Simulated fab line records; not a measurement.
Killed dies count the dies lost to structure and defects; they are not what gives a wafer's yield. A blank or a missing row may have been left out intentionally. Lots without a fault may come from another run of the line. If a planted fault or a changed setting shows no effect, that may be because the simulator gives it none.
fab line records	flow n5Finfet
record lots=6	wafers=18	lastDay=17
route steps=1938 shown BEOL_M4@1059 PASSIVATION@1936
lots untouched by any fault: they come from a run of this same line in which no faults occurred
startH: start of the lot's first displayed wafer, in hours after the record's first day	waitH: hours from the lot's prior step to this one	" same as the row above	L1.1+2: one row covering several wafers at once	- either no value or no given start	* or withheld: withheld	< > ~ a bound
route shown NAME@n: a module of which the file shows steps, and the number in the route of the first	usual: average and standard deviation across the fault-free wafers	same: alike in all rows	chamber/n: place in a boat	sites: per-site readings	_std_site: their standard deviation	_edge_site: the outer-site mean with the inner-site mean subtracted	radiusMm: how far each site lies from the wafer's centre	mask NAME#n: copy n	behind: the last tool/chamber to shape the wafer	hold: why the lot was held/for how many hours/how that ended	device: which transistor (n, p or np) failed to switch	end of line: tests of these same wafers at the route's end	where a step has no rows: the recipe by itself	killed: not the wafer's yield, but the dies lost to structure and defects at the first sort	map: per-die view of a wafer (x killed, . not killed, _ where there is no die)
set.NAME: the setting that was run; set.NAME@STEP: the one run at that earlier step	model.NAME: the simulator's own value behind a step, which no gauge read
lots seen at some steps along the route; tables by step, rows by wafer
services: a tool's chamber out of use, with start hour (startH, from the record's first day; less than 0 if before it), hours out, and reason
## steps
# step N5_BEOL_M4_DESCUM_33
# recipe chemistry=O2	timeS=7	sourcePowerW=50	biasPowerW=20	pressureMtorr=20	rfFrequencyHz=2.712e+07	tempC=40	resist=CAR-EUV	o2FlowSccm=225
# step N5_BEOL_M4_ETCH_77
# recipe chemistry=N2/H2	target=underlayer	targetDepthA=65	maskMaterial=CAR-EUV	timeS=5.2	ionEnergyEv=200	pressureMtorr=30	sourceW=840	biasW=150	n2FlowSccm=200	h2FlowSccm=200	ends=cleared
# step N5_BEOL_M4_ETCH_69
# recipe chemistry=CF4	target=SiARC	targetDepthA=156	maskMaterial=CAR-EUV	timeS=26	ionEnergyEv=80	pressureMtorr=40	sourceW=545	biasW=36	Ar_flow_sccm=100	cf4FlowSccm=100	ends=cleared
# usual drypumpMotorCurrentA=5.6/0.46	etchRfOnTimeS=26.1/0.9	oesProductAu=0.71/0.067	rfVppV=184.1/1	showerheadPlenumPTorr=2.15/0.056	throttleValvePct=15.39/0.25
lot.wafer	tool	chamber	startH	waitH	drypumpMotorCurrentA	etchRfOnTimeS	oesProductAu	rfHoursCounterH	rfVppV	showerheadPlenumPTorr	throttleValvePct
L849.1	rieDiel-01	3	180.95	0.0	4.8	25.9	0.67	95	185.8	2.15	15.15
L849.5	"	2	"	"	5.6	25.2	0.77	-	185.1	2.18	15.43
L849.6	"	3	"	"	4.8	25.6	0.68	-	184.2	2.15	15.14
L848.2	rieDiel-04	1	187.71	0.0	5.1	25.8	0.78	23	186.5	2.28	15.39
L848.5	"	2	"	"	5.0	25.9	0.71	-	184.8	2.16	15.18
L848.6	"	1	"	"	5.2	25.8	0.78	-	185.1	2.28	15.40
L858.3	rieDiel-02	1	252.44	0.0	5.4	25.9	0.67	101	182.5	2.06	15.16
L858.4	"	2	"	"	6.2	27.4	0.71	45	183.5	2.11	15.19
L858.6	"	1	"	"	5.4	25.9	0.68	-	184.0	2.06	15.14
L861.2	rieDiel-01	0	272.35	0.0	5.6	26.2	0.60	211	185.9	2.21	15.66
L861.4	"	1	"	"	5.5	26.5	0.72	44	185.0	2.17	15.09
L861.5	"	3	"	"	4.8	25.8	0.64	-	184.8	2.14	15.21
L862.3	rieDiel-02	3	273.26	0.0	6.1	27.2	0.58	230	184.1	2.11	15.85
L862.4	"	1	"	"	5.4	26.2	0.67	109	182.1	2.06	15.17
L862.6	"	0	"	"	6.2	25.1	0.74	-	184.0	2.09	15.77
L865.1	rieDiel-04	0	281.42	0.0	5.9	26.7	0.74	28	183.2	2.10	15.60
L865.2	"	2	"	"	4.9	26.5	0.68	84	183.9	2.16	15.24
L865.3	"	1	"	"	5.2	26.1	0.73	51	184.7	2.27	15.44
# step N5_BEOL_M4_ALD_98
# recipe material=SiO2	targetThkA=25	tempC=100	aldPrecursorFamily=BDEAS	aldCoReactant=O2-plasma	pulseTimeS=1	coReactantPulseTimeS=1	purgeTimeS=2	coReactantPurgeTimeS=2	aldCycles=17	pressureTorr=2
# step N5_BEOL_M4_ETCHBACK_99
# recipe chemistry=CHF3	target=SiO2	targetDepthA=50	timeS=10.4	sourceW=215	biasW=47	Ar_flow_sccm=200	CHF3_flow_sccm=12	ionEnergyEv=100	pressureMtorr=30
# step N5_BEOL_M4_ETCH_70
# recipe chemistry=N2/H2	target=SOC	targetDepthA=800	overetchA=240	maskMaterial=SiARC	tempC=40	timeS=130	ionEnergyEv=200	pressureMtorr=30	sourceW=840	biasW=150	n2FlowSccm=200	h2FlowSccm=200
# usual drypumpMotorCurrentA=5.5/0.45	oesProductAu=0.60/0.053	rfVppV=524.5/1.9	showerheadPlenumPTorr=2.56/0.075	throttleValvePct=17.61/0.18
lot.wafer	tool	chamber	startH	waitH	drypumpMotorCurrentA	oesProductAu	rfHoursCounterH	rfVppV	showerheadPlenumPTorr	throttleValvePct
L849.1	rieDiel-01	0	184.68	0.0	5.7	0.53	178	526.6	2.64	17.67
L849.5	"	0	"	"	5.7	0.54	-	525.7	2.64	17.66
L849.6	"	3	"	"	4.8	0.57	-	524.2	2.57	17.51
L848.2	rieDiel-04	1	188.48	0.0	5.2	0.67	24	529.6	2.73	17.65
L848.5	"	0	"	"	5.8	0.70	-	523.1	2.47	17.57
L848.6	"	1	"	"	5.2	0.65	-	527.7	2.73	17.66
L858.3	rieDiel-02	0	252.68	0.0	6.2	0.64	41	523.3	2.46	17.84
L858.4	"	1	"	"	5.4	0.57	101	521.3	2.46	17.50
L858.6	"	1	"	"	5.4	0.58	-	523.1	2.46	17.50
L861.2	rieDiel-04	0	275.89	0.0	5.9	0.65	26	522.9	2.47	17.60
L861.4	"	1	"	"	5.2	0.63	49	529.7	2.72	17.71
L861.5	"	1	"	"	5.1	0.64	-	528.3	2.72	17.71
L862.3	rieDiel-01	1	278.74	0.0	5.5	0.63	47	524.5	2.57	17.33
L862.4	"	2	"	"	5.6	0.61	64	525.5	2.57	17.70
L862.6	"	2	"	"	5.6	0.62	-	524.8	2.57	17.70
L865.1	rieDiel-01	0	284.47	0.0	5.6	0.52	216	526.3	2.62	17.71
L865.2	"	3	"	"	4.8	0.54	135	524.1	2.55	17.59
L865.3	"	2	"	"	5.6	0.61	67	524.2	2.57	17.72
# step N5_BEOL_M4_STRIP_71
# recipe chemistry=N2/H2	tempC=40	n2FlowSccm=200	h2FlowSccm=200	rfFrequencyHz=6e+07
# step N5_BEOL_M4_STRIP_78
# recipe chemistry=N2/H2	tempC=40	n2FlowSccm=200	h2FlowSccm=200	rfFrequencyHz=6e+07
# step N5_BEOL_M4_VIA_ETCH_34
# recipe chemistry=C4F6/O2	targetDepthA=694	maskMaterial=SOC	pressureMtorr=15	ionEnergyEv=250	taperDeg=4	timeS=65.9	sourceW=350	biasW=170	Ar_flow_sccm=300	C4F6_flow_sccm=10	O2_flow_sccm=10
# step N5_BEOL_M4_STRIP_83
# recipe chemistry=C4F6/O2	resist=SiARC	rfFrequencyHz=6e+07
# step N5_BEOL_M4_STRIP_36
# recipe chemistry=N2/H2	powerW=450	tempC=40	pressureMtorr=20	rfFrequencyHz=6e+07	overashFraction=0.3	biasPowerW=7	h2Frac=0.5	n2FlowSccm=200	h2FlowSccm=200
# step N5_BEOL_M4_TRENCH_ETCH_37
# recipe chemistry=C4F6/O2	targetDepthA=555.55	target=SiOC	timeS=29.2	ionEnergyEv=250	pressureMtorr=30	sourceW=355	biasW=185	Ar_flow_sccm=300	C4F6_flow_sccm=10	O2_flow_sccm=10
# step N5_BEOL_M4_ETCH_41
# recipe chemistry=CH3F/O2	target=SiCN	targetDepthA=299	taperDeg=2	timeS=52.5	ionEnergyEv=120	maskMaterial=TiN	pressureMtorr=30	sourceW=395	biasW=75	Ar_flow_sccm=150	CH3F_flow_sccm=30	O2_flow_sccm=20
# usual drypumpMotorCurrentA=5.5/0.45	oesProductAu=0.82/0.078	rfVppV=297.6/1.3	showerheadPlenumPTorr=2.02/0.059	throttleValvePct=16.12/0.26
lot.wafer	tool	chamber	startH	waitH	drypumpMotorCurrentA	oesProductAu	rfHoursCounterH	rfVppV	showerheadPlenumPTorr	throttleValvePct
L849.1	rieDiel-01	0	184.92	-	5.6	0.72	178	299.1	2.08	16.28
L849.5	"	0	"	"	5.7	0.72	-	299.6	2.08	16.27
L849.6	"	3	"	"	4.8	0.77	-	297.2	2.01	15.88
L848.2	rieDiel-04	1	188.71	-	5.2	0.90	24	298.1	2.14	16.08
L848.5	"	0	"	"	5.9	0.93	-	294.9	1.95	16.17
L848.6	"	1	"	"	5.2	0.90	-	299.3	2.14	16.09
L858.3	rieDiel-02	0	252.92	-	6.2	0.89	41	296.0	1.94	16.41
L858.4	"	1	"	"	5.4	0.79	101	297.2	1.92	15.80
L858.6	"	1	"	"	5.4	0.79	-	296.7	1.92	15.82
L861.2	rieDiel-04	0	276.13	-	5.8	0.88	26	296.1	1.95	16.22
L861.4	"	1	"	"	5.2	0.85	49	298.8	2.13	16.15
L861.5	"	1	"	"	5.2	0.85	-	298.8	2.13	16.12
L862.3	rieDiel-01	1	278.97	-	5.5	0.85	47	298.5	2.04	15.85
L862.4	"	2	"	"	5.6	0.84	65	296.8	2.04	16.27
L862.6	"	2	"	"	5.6	0.84	-	298.1	2.04	16.29
L865.1	rieDiel-01	0	284.70	-	5.7	0.70	216	298.8	2.07	16.34
L865.2	"	3	"	"	4.8	0.74	135	297.2	2.00	15.94
L865.3	"	2	"	"	5.6	0.84	67	299.1	2.04	16.29
# step N5_BEOL_M4_STRIP_97
# recipe chemistry=N2/H2	timeS=10	powerW=450	tempC=40	pressureMtorr=20	rfFrequencyHz=6e+07	biasPowerW=7	n2FlowSccm=200	h2FlowSccm=200
# step N5_BEOL_M4_OCD_MEAS_38
# usual trenchDepthNm=55.6/1.3
lot.wafer	tool	chamber	startH	waitH	trenchDepthNm
L849.1	ocd-02	-	185.04	-	55.1
L849.5	"	-	"	"	55.4
L849.6	"	-	"	"	55.2
L848.2	ocd-02	-	188.84	-	54.5
L848.5	"	-	"	"	54.9
L848.6	"	-	"	"	54.3
L858.3	ocd-01	-	253.04	-	57.5
L858.4	"	-	"	"	55.1
L858.6	"	-	"	"	55.5
L861.2	ocd-01	-	276.25	-	54.8
L861.4	"	-	"	"	54.0
L861.5	"	-	"	"	54.7
L862.3	ocd-01	-	279.10	-	55.0
L862.4	"	-	"	"	56.4
L862.6	"	-	"	"	55.9
L865.1	ocd-02	-	284.84	-	55.5
L865.2	"	-	"	"	55.0
L865.3	"	-	"	"	56.9
# step N5_BEOL_M4_HM_STRIP_39
# recipe chemistry=peroxideTinStrip	material=TiN	targetDepthA=250	tempC=50	timeS=158
# step N5_BEOL_M4_SRD_40
# recipe timeS=30	tempC=23	rinseLiquid=diw	dry=ipaMarangoni
# step N5_BEOL_M4_PRECLEAN_42
# recipe chemistry=residueRemover	timeS=60	tempC=40
# step N5_BEOL_M4_SRD_43
# recipe timeS=30	tempC=23	rinseLiquid=diw	dry=ipaMarangoni
# step N5_BEOL_M4_CD_MEAS_35
# recipe targetCdNm=18	targetCdYNm=22.4	polarity=opening
# usual cdNm=18.0/0.47
lot.wafer	tool	chamber	startH	waitH	cdNm
L849.1	cdSem-02	-	185.20	0.0	17.3
L849.5	"	-	"	"	17.5
L849.6	"	-	"	"	17.9
L848.2	cdSem-02	-	188.99	0.0	17.7
L848.5	"	-	"	"	17.6
L848.6	"	-	"	"	17.7
L858.3	cdSem-03	-	253.19	0.0	18.2
L858.4	"	-	"	"	17.8
L858.6	"	-	"	"	17.6
L861.2	cdSem-03	-	276.40	0.0	17.3
L861.4	"	-	"	"	18.6
L861.5	"	-	"	"	17.8
L862.3	cdSem-01	-	279.25	0.0	18.4
L862.4	"	-	"	"	18.0
L862.6	"	-	"	"	17.8
L865.1	cdSem-03	-	285.02	0.0	18.1
L865.2	"	-	"	"	17.6
L865.3	"	-	"	"	16.6
# step N5_BEOL_M4_DEGAS_44
# recipe ambient=vacuum	tempC=250	timeS=60
# step N5_BEOL_M4_PRE_CLEAN_45
# recipe gas=H2/He	timeS=30	tempC=250
# usual heaterPowerW=333/34
lot.wafer	tool	chamber	startH	waitH	heaterPowerW
L849.1	pvdSputter-02	-	185.60	0.0	323
L849.5	"	-	"	"	320
L849.6	"	-	"	"	321
L848.2	pvdSputter-02	-	189.07	0.0	343
L848.5	"	-	"	"	323
L848.6	"	-	"	"	342
L858.3	pvdSputter-03	-	253.34	0.0	331
L858.4	"	-	"	"	247
L858.6	"	-	"	"	249
L861.2	pvdSputter-03	-	276.60	0.0	326
L861.4	"	-	"	"	249
L861.5	"	-	"	"	328
L862.3	pvdSputter-02	-	279.59	0.0	326
L862.4	"	-	"	"	348
L862.6	"	-	"	"	354
L865.1	pvdSputter-02	-	285.22	0.0	325
L865.2	"	-	"	"	322
L865.3	"	-	"	"	360
# step N5_BEOL_M4_ALD_84
# recipe material=TaN	targetThkA=*	tempC=275	aldPrecursorFamily=PDMAT	aldCoReactant=NH3	pressureTorr=3	carrierFlowSccm=1500	pulseTimeS=2	purgeTimeS=3	coReactantPurgeTimeS=2	coReactantPulseTimeS=3	aldCycles=30	precursorVesselTempC=75	precursorVesselPressureTorr=26.25	precursorVesselCarrierSccm=1000
# step N5_BEOL_M4_SURFACE_TREAT_85
# recipe gas=Ar	timeS=*	ionEnergyEv=*	ionCurrentMaCm2=0.5	pressureMtorr=*	arFlowSccm=30
# step N5_BEOL_M4_CVD_47
# recipe material=Co	targetThkA=30	tempC=withheld	precursor=CCTBA/H2	pressureTorr=30	timeS=223.8
# step N5_BEOL_M4_SPUTTER_48
# recipe material=Cu	targetThkA=45	tempC=-20	chamberPressurePa=0.07	powerW=withheld	timeS=8.29
# step N5_BEOL_M4_ANNEAL_49
# recipe tempC=400	timeS=240	ambient=vacuum
# step N5_BEOL_M4_SPUTTER_79
# recipe material=Cu	targetThkA=45	tempC=-20	chamberPressurePa=0.07	powerW=withheld	timeS=8.29
# step N5_BEOL_M4_ANNEAL_80
# recipe tempC=400	timeS=240	ambient=vacuum
# step N5_BEOL_M4_SPUTTER_81
# recipe material=Cu	targetThkA=45	tempC=-20	chamberPressurePa=0.07	powerW=withheld	timeS=8.29
# usual throttleValvePct=29.3/0.8
lot.wafer	tool	chamber	startH	waitH	throttleValvePct
L849.1	pvdSputter-02	-	186.76	0.1	29.1
L849.5	"	-	"	"	32.0
L849.6	"	-	"	"	30.2
L848.2	pvdSputter-01	-	190.31	0.1	28.7
L848.5	"	-	"	"	29.9
L848.6	"	-	"	"	28.9
L858.3	pvdSputter-02	-	254.39	0.1	32.0
L858.4	"	-	"	"	29.2
L858.6	"	-	"	"	30.1
L861.2	pvdSputter-03	-	277.56	0.1	28.5
L861.4	"	-	"	"	29.4
L861.5	"	-	"	"	28.7
L862.3	pvdSputter-01	-	282.48	0.1	28.9
L862.4	"	-	"	"	29.8
L862.6	"	-	"	"	28.7
L865.1	pvdSputter-03	-	286.48	0.1	29.3
L865.2	"	-	"	"	29.3
L865.3	"	-	"	"	28.4
# step N5_BEOL_M4_ANNEAL_82
# recipe tempC=400	timeS=240	ambient=vacuum
# step N5_BEOL_M4_SPUTTER_86
# recipe material=Cu	targetThkA=45	tempC=-20	chamberPressurePa=0.07	powerW=withheld	timeS=8.29
# step N5_BEOL_M4_ANNEAL_87
# recipe tempC=400	timeS=240	ambient=vacuum
# step N5_BEOL_M4_SPUTTER_88
# recipe material=Cu	targetThkA=45	tempC=-20	chamberPressurePa=0.07	powerW=withheld	timeS=8.29
# step N5_BEOL_M4_ANNEAL_89
# recipe tempC=400	timeS=240	ambient=vacuum
# step N5_BEOL_M4_SPUTTER_90
# recipe material=Cu	targetThkA=45	tempC=-20	chamberPressurePa=0.07	powerW=withheld	timeS=8.29
# step N5_BEOL_M4_ANNEAL_91
# recipe tempC=400	timeS=240	ambient=vacuum
# usual heaterPowerW=831/90
lot.wafer	tool	chamber	startH	waitH	heaterPowerW
L849.1	pvdSputter-02	-	187.50	0.0	884
L849.5	"	-	"	"	821
L849.6	"	-	"	"	817
L848.2	pvdSputter-01	-	191.05	0.0	800
L848.5	"	-	"	"	810
L848.6	"	-	"	"	738
L858.3	pvdSputter-02	-	255.13	0.0	820
L858.4	"	-	"	"	887
L858.6	"	-	"	"	842
L861.2	pvdSputter-03	-	278.30	0.0	615
L861.4	"	-	"	"	813
L861.5	"	-	"	"	623
L862.3	pvdSputter-01	-	283.28	0.0	748
L862.4	"	-	"	"	782
L862.6	"	-	"	"	799
L865.1	pvdSputter-03	-	287.22	0.0	841
L865.2	"	-	"	"	814
L865.3	"	-	"	"	621
# step N5_BEOL_M4_SPUTTER_92
# recipe material=Cu	targetThkA=45	tempC=-20	chamberPressurePa=0.07	powerW=withheld	timeS=8.29
# step N5_BEOL_M4_ANNEAL_93
# recipe tempC=400	timeS=240	ambient=vacuum
# step N5_BEOL_M4_SPUTTER_94
# recipe material=Cu	targetThkA=45	tempC=-20	chamberPressurePa=0.07	powerW=withheld	timeS=8.29
# step N5_BEOL_M4_ANNEAL_95
# recipe tempC=400	timeS=240	ambient=vacuum
# step N5_BEOL_M4_SPUTTER_96
# recipe material=Cu	targetThkA=45	tempC=-20	chamberPressurePa=0.07	powerW=withheld	timeS=8.29
# step N5_PASSIVATION_PROBE_49
# usual defectLimitedYield=91.5/1.5	killed_at_M0_to_M3=32/10	killed_at_M4_up=13/4.9	killedAtContacts=13/6.1	killedAtFrontEnd=38/11	killedAtOther=3/3.2	killedDies=101/18	killedOpen=66/13	killedShort=32/8.3	sort_bin_5_function=5.0/1	sort_bin_6_memory=3.2/0.74	sort_bin_8_speed=0.1/1.1	sortNPass=1078/22	sortYieldPct=91.3/1.9
# same grossDies=1180	killedAtBackSide=0	sort_bin_4_leakage[%]=0
lot.wafer	tool	chamber	startH	waitH	defectLimitedYield[%]	killed_at_M0_to_M3	killed_at_M4_up	killedAtContacts	killedAtFrontEnd	killedAtOther	killedDies	killedOpen	killedShort	sort_bin_5_function[%]	sort_bin_6_memory[%]	sort_bin_8_speed[%]	sortNPass	sortYieldPct[%]
L849.1	prober-02	-	299.34	0.0	91.9	34	13	15	32	2	96	61	32	5.2	2.7	0	1084	91.9
L849.5	prober-02	-	299.54	0.2	90.2	31	29	15	36	5	116	84	29	6.4	3.1	0	1064	90.2
L849.6	prober-02	-	299.59	0.3	89.7	32	11	28	47	3	121	86	32	6.3	3.7	0	1059	89.7
L848.2	prober-01	-	300.47	0.1	91.3	40	17	10	32	4	103	74	24	5.6	2.9	0	1077	91.3
L848.5	prober-01	-	300.62	0.2	89.7	33	17	18	51	3	122	88	30	6.6	3.5	0.4	1053	89.2
L848.6	prober-01	-	300.67	0.3	90.3	37	15	10	51	1	114	79	31	5.6	4.0	0	1066	90.3
L862.3	prober-02	-	392.86	0.6	78.6	34	145	25	40	8	252	83	31	13.0	5.3	0	928	78.6
L862.4	prober-02	-	392.91	0.6	88.2	27	66	13	28	5	139	53	28	7.4	3.0	0	1041	88.2
L862.6	prober-02	-	393.01	0.7	87.8	34	64	5	37	4	144	54	34	8.0	3.2	0	1036	87.8
L865.1	prober-02	-	402.51	0.0	87.4	19	85	6	38	1	149	55	26	7.1	3.5	0	1031	87.4
L865.2	prober-02	-	402.56	0.1	81.9	25	136	16	32	4	213	70	25	10.9	4.6	0	967	81.9
L865.3	prober-02	-	402.61	0.1	85.2	29	69	8	68	1	175	60	37	7.7	4.1	0	1005	85.2
# killed by level:class
L849.1 FIN_SAQP:geometricParticle:open=18 MOL_CONTACT_COAG:geometricParticle:open=12 BEOL_M0_SAQP:geometricParticle:short=10 BEOL_M0_SAQP:geometricParticle:open=5 BEOL_M3:geometricParticle:short=5 BEOL_M4:geometricParticle:open=5 GATE_CUT:geometricParticle:short=4 BEOL_M1:geometricParticle:open=4
L849.5 FIN_SAQP:geometricParticle:open=16 MOL_CONTACT_COAG:geometricParticle:open=12 BEOL_M4:geometricParticle:open=11 BEOL_M0_SAQP:geometricParticle:short=10 BEOL_M2:geometricParticle:open=9 BEOL_M0_SAQP:geometricParticle:open=6 BEOL_M8:geometricParticle:open=4 PASS1_DEP:geometricParticle:open=4
L849.6 MOL_CONTACT_COAG:geometricParticle:open=21 FIN_SAQP:geometricParticle:open=17 STI_FIN_REVEAL:geometricParticle:open=9 MOL_CONTACT_COAG:geometricParticle:short=7 BEOL_M0_SAQP:geometricParticle:short=7 BEOL_M1:geometricParticle:open=6 BEOL_M2:geometricParticle:open=6 BEOL_M0_SAQP:geometricParticle:open=5
L848.2 FIN_SAQP:geometricParticle:open=9 MOL_CONTACT_COAG:geometricParticle:open=9 BEOL_M0_SAQP:geometricParticle:open=8 BEOL_M4:geometricParticle:open=8 BEOL_M1:geometricParticle:open=7 BEOL_M3:geometricParticle:open=7 STI_FIN_REVEAL:geometricParticle:open=5 BEOL_M2:geometricParticle:open=5
L848.5 MOL_CONTACT_COAG:geometricParticle:open=16 FIN_SAQP:geometricParticle:open=13 BEOL_M4:geometricParticle:open=12 BEOL_M2:geometricParticle:open=11 STI_FIN_REVEAL:geometricParticle:open=10 FIN_SAQP:geometricParticle:short=7 GATE_CUT:geometricParticle:open=5 BEOL_M0_SAQP:geometricParticle:open=5
L848.6 STI_FIN_REVEAL:geometricParticle:open=15 DUMMY_GATE:geometricParticle:open=9 BEOL_M3:geometricParticle:open=8 BEOL_M2:geometricParticle:open=7 BEOL_M1:geometricParticle:open=7 BEOL_M4:geometricParticle:open=7 FIN_SAQP:geometricParticle:short=6 MOL_CONTACT_COAG:geometricParticle:open=6
L862.3 BEOL_M4:unspecified=130 MOL_CONTACT_COAG:geometricParticle:open=19 BEOL_M2:geometricParticle:open=14 HKMG_FIN:areaEtch=8 BEOL_M4:geometricParticle:open=7 MOL_CONTACT_COAG:geometricParticle:short=6 STI_FIN_REVEAL:geometricParticle:open=5 ILD0:geometricParticle:open=5
L862.4 BEOL_M4:unspecified=54 MOL_CONTACT_COAG:geometricParticle:open=10 BEOL_M2:geometricParticle:open=8 FIN_SAQP:geometricParticle:short=5 BEOL_M1:geometricParticle:open=5 DUMMY_GATE:geometricParticle:open=4 BEOL_M0_SAQP:geometricParticle:open=4 BEOL_M3:geometricParticle:open=4
L862.6 BEOL_M4:unspecified=56 BEOL_M2:geometricParticle:open=12 BEOL_M1:geometricParticle:short=7 GATE_CUT:geometricParticle:short=6 STI_FIN_REVEAL:geometricParticle:open=5 DUMMY_GATE:geometricParticle:open=5 GATE_CUT:geometricParticle:open=4 STARTING-WAFER:geometricParticle:short=4
L865.1 BEOL_M4:unspecified=67 FIN_SAQP:geometricParticle:open=9 STI_FIN_REVEAL:geometricParticle:open=6 FIN_SAQP:geometricParticle:short=5 MOL_CONTACT_COAG:geometricParticle:open=5 BEOL_M0_SAQP:geometricParticle:open=5 BEOL_M3:geometricParticle:open=5 BEOL_M4:geometricParticle:open=4
L865.2 BEOL_M4:unspecified=116 MOL_CONTACT_COAG:geometricParticle:open=16 FIN_SAQP:geometricParticle:open=10 BEOL_M4:geometricParticle:open=10 BEOL_M2:geometricParticle:open=8 BEOL_M0_SAQP:geometricParticle:open=6 FIN_SAQP:geometricParticle:short=5 BEOL_M4:geometricParticle:short=5
L865.3 BEOL_M4:unspecified=59 STI_FIN_REVEAL:geometricParticle:open=17 HKMG_FIN:areaEtch=14 MOL_CONTACT_COAG:geometricParticle:open=8 GATE_CUT:geometricParticle:short=7 BEOL_M0_SAQP:geometricParticle:short=7 FIN_SAQP:geometricParticle:short=6 FIN_SAQP:geometricParticle:open=5
# map L862.3 (x killed, . not)
_________________..x.....x...________________
______________....x.x..........x_____________
___________.....x...........x......__________
__________.......................x.x_________
________.x....x...................x..._______
_______....x........x..........x.......______
______............x......x..x...x......._____
_____...........x..........x...x.x....x..____
____.................xxx..x.xxxxx...x.x...___
___........x..........x.....xxxxxx.xxx.....__
___.xx.........x....x...xxxxxxxxxxxxx......__
__.......xx............xxxxxxxxxxxxx.xx....._
__.......................xxxxxxxxxxxx......._
_...x.....x...xx........xxxxxxxxxxxxx......xx
_..x..x........x...x..xx.xxxxxxxxxxxxxx......
_..................x...x.xx.xxxxxxxxx.xx.xx..
_..xx............x...x..x.xxxxxxxxxxxx......x
_.x........x................xxxxxx..xx.......
_..x......................x.xxx.xxx..x.......
_x..x.......x....x.........xx.x........x.....
_.............x......x....x.x...........x....
__....................x..x.x................_
__....x...x......x..x.x.xxx...xx........x..._
___....x..x..........x...........x.x.......__
___x..............x...........x............__
____..x............x..........x.....x....x___
_____...x.........x....x........xx.......____
______.....x..xxx..x......x............._____
_______x....x...x.....x...x............______
________.............x.x.x..xx.....x.._______
__________x........................._________
___________x..................x....__________
______________.........x........_____________
_________________x...........________________
# map L865.2 (x killed, . not)
_________________......x.....________________
______________....x...x........._____________
___________........................__________
__________................x........._________
________....x.....x..........x....x.x._______
_______............................x...______
______........x........................._____
_____..........x.........................____
____............x.....xx..................___
___..x....x..x....x..........x....x.......x__
___..x..xx...x...x.....x..................x__
__x.xx....x....x..x..xx................x...._
__.......x..x....x..............x..........._
_..........x........x..x.x...x....x..........
_...................x...x..xx.xx.x...x..x....
_....................x.xxxxxxx...x.....x.....
_.........x..........xxxxxxxxxx......x.......
_...................x.xxxxxxxxxx..x..........
_........x............xxxxxxxxxxxxxx......x..
_...x...x..x.....x.x.xxxxxxxxxxxxx....x......
_xx................x.xxxxxxxxxxxxx....x......
__x.........x.......xxxxxxxxxxxxxx.........._
__....................xxxxxxxxxxxx.........._
___...................xxxxxxxx...x.x.x.....__
___.........x..........x.xx..x.x..........x__
____.xx................x..x...............___
_____x...........xx.x..............x..x..____
______.......................x.........._____
_______..xx........xx....x.............______
________................x............._______
__________........x................._________
___________.x............x.........__________
______________...xx............._____________
_________________......x....x________________
## services
tool	chamber	startH	hours	kind
rieDiel-04	0	165.14	-	clean
rieDiel-04	0	165.14	-	consumableReplace:focusRing
rieDiel-04	0	165.14	17.2	scheduledDown
rieDiel-04	0	165.14	17.2	ventCycle
rieDiel-04	1	173.76	7.8	repair
pvdSputter-02	-	174.82	1.6	repair
rieDiel-04	3	182.36	-	clean
rieDiel-04	3	182.36	-	consumableReplace:focusRing
rieDiel-04	3	182.36	21.1	scheduledDown
rieDiel-04	3	182.36	21.1	ventCycle
rieDiel-02	2	220.06	5.1	repair
rieDiel-02	-	236.00	4.0	repair
rieDiel-04	-	260.98	14.6	pm
rieDiel-04	3	277.80	22.7	repair
rieDiel-04	-	278.13	2.0	repair
## key
firstSign step=N5_PASSIVATION_PROBE_49	reading=killed_at_M4_up	direction=up	sigmas=16	usual=13	struck=94
effect step=N5_PASSIVATION_PROBE_49	reading=defectLimitedYield	direction=down	sigmas=4.3	usual=91.5	struck=84.9
moreKillsBornAt N5_BEOL_M4_ETCH_41@rieDiel-01=482
metAt N5_BEOL_M4_ETCH_41
struckWafers L862.3,L862.4,L862.6,L865.1,L865.2,L865.3
baselineLoss step=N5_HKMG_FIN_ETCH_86	wafers=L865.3
onsetBetween 184.92 278.97
alsoFits time
fault kind=chamberParticleSource	tool=rieDiel-01	chamber=-	onsetH=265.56	steps=N5_BEOL_M4_ETCH_41	ratePerVisitCm2=0.85255	endH=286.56
# baselineLoss: these wafers lose ten dies or more at that step, a loss of the line's own and not of a fault; the sort's usual values leave them out
